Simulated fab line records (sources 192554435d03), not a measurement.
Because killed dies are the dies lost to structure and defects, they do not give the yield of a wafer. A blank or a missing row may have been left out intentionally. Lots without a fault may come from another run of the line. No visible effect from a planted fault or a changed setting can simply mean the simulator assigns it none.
Matching of chambers + flow n5Finfet + rieSi-01 running N5_PMOS_HMC_CHANNEL_EPI_ETCH_38: 4 sister chambers
The step etches SiO2 in CF4, target depth 1.5 nm. 4 wafers are shown with their chamber, then 7 later ones without.

WAFERS WITH THEIR CHAMBER
| wafer  | chamber | throttleValvePct (%) |
|--------|---------|----------------------|
| L087.1 | 1       | 21.25                |
| L087.3 | 3       | 21.98                |
| L089.2 | 2       | 21.71                |
| L089.5 | 0       | 21.78                |

WAFERS MISSING THEIR CHAMBER
| wafer  | throttleValvePct (%) |
|--------|----------------------|
| L089.6 | 21.25                |
| L091.1 | 21.99                |
| L091.3 | 21.78                |
| L091.5 | 21.79                |
| L094.2 | 21.24                |
| L094.4 | 21.71                |
| L094.6 | 21.80                |

EACH ONE'S CHAMBER
| wafer  | from the rows above | in truth |
|--------|---------------------|----------|
| L089.6 | 1                   | 1        |
| L091.1 | 3                   | 3        |
| L091.3 | 0                   | 0        |
| L091.5 | 0                   | 0        |
| L094.2 | 1                   | 1        |
| L094.4 | 2                   | 2        |
| L094.6 | 0                   | 0        |
Placed correctly: 7 of 7. Number that these rows cannot place: 0. Wrongly placed: 0.
How it was worked out, from the rows above alone: a wafer's distance from a chamber is the root of the sum, over the readings, of the square of ((its reading less the chamber's mean) divided by the reading's scatter). The wafer belongs to the nearest chamber; if the next one is less than 2 further off, it can't be placed. A chamber's mean is the mean of its shown wafers. The scatter: root of mean squared gap, hidden wafer to nearest shown wafer, with one shown wafer a chamber.
